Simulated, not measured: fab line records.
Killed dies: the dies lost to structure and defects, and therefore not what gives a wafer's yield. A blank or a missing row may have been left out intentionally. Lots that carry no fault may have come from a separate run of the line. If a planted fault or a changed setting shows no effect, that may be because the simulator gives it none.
Struck lot and sound lot, side by side | flow n5 finfet | 14 out of 1938 route steps
Sound: wafers L769.1, L769.3, L769.4. Wafers L773.2, L773.3, L773.5 were the ones struck. Last of all comes the cause.
Order at every step that has rows: each side's tool, ch and its chambers, its first start. Under that, the readings that differ: sound wafers | struck wafers | difference of the means | sigmas: that difference in standard deviations of wafers without a fault.
alike: readings whose means differ by less than 2 such deviations, and words and numbers that are the same on both sides. not compared: withheld readings, readings that some wafer has no value for, bounds like >300 that may hide the same value, and numbers for which the record gives no deviation and whose values overlap.
Wherever a step has rows on one side only, a row that says differs or no value, or a row with sigmas, the two part there. Numbers that have no deviation but don't overlap get no sigmas and don't part them. A reading missing from all wafers of one side parts the sides only when that side holds two or more wafers.

N5_MIM_BOT_ETCH_ETCH_03: etches the open film in Cl2/BCl3, target depth 12 nm.
  sound on rie metal-01 ch 0,1, day 12 04:30; struck on rie metal-03 ch 0,1, day 12 20:38
  alike: drypump motor current A, oes product au, throttle valve pct
  not compared: rf hours counter h
N5_MIM_BOT_ETCH_ETCH_00: etches TiN in Cl2/BCl3, target depth 45.5 nm.
  sound on rie metal-01 ch 0,1, day 12 04:35; struck on rie metal-03 ch 0,1, day 12 20:44
  alike: drypump motor current A, oes product au, throttle valve pct
  not compared: rf hours counter h
N5_MIM_BOT_ETCH_STRIP_01: strips in O2.
  sound on rie diel-04 ch 0,1,2, day 12 04:44; struck on rie diel-05 ch 0,1,2, day 12 20:53
  alike: drypump motor current A, oes product au, rf vpp V, showerhead plenum p Torr, throttle valve pct
  not compared: rf hours counter h
then, 3 steps without rows for these wafers: N5_MIM_BOT_ETCH_STRIP_02 (strips in post etch residue remover, time 1200 s); N5_MIM_BOT_ETCH_CLEAN_05 (cleans in IPA, time 180 s); N5_MIM_BOT_ETCH_SRD_06 (time 30 s).
N5_PASSIVATION_PECVD_55: deposits SiO2 from SiH4/N2O, target thk 400 nm, time 22.5 s.
  sound on pecvd-01 ch 0,2, day 12 05:14; struck on pecvd-03 ch 1,2, day 12 21:23
  alike: heater power w, showerhead plenum p Torr, throttle valve pct
N5_PASSIVATION_PECVD_01: deposits SiNx from SiH4/NH3/N2, target thk 200 nm, time 43.2 s.
  sound on pecvd-01 ch 0,2, day 12 05:16; struck on pecvd-03 ch 1,2, day 12 21:27
  alike: heater power w, showerhead plenum p Torr, throttle valve pct
then, 4 steps without rows for these wafers: N5_PASSIVATION_HMDS_03 (time 60 s); N5_PASSIVATION_COAT_04; N5_PASSIVATION_EBR_06; N5_PASSIVATION_SOFTBAKE_05 (time 90 s).
N5_PASSIVATION_EXPOSE_07: exposes mask TV, defocus 0 nm, target cd 3000 nm.
  struck on krf scanner-01, day 12 21:49; sound on krf scanner-01 ch 0, day 12 05:27
  no value came back on the struck wafers for exposure dose mJ cm2, focus offset nm (nm); on the sound wafers exposure dose mJ cm2 reads 22.750 22.747 22.758
  alike: mask
then, 1 step without rows for these wafers: N5_PASSIVATION_PEB_08.

## WHERE THEY PART
Within this record, at N5_PASSIVATION_EXPOSE_07 only.

WHY: what had been put in by the simulator
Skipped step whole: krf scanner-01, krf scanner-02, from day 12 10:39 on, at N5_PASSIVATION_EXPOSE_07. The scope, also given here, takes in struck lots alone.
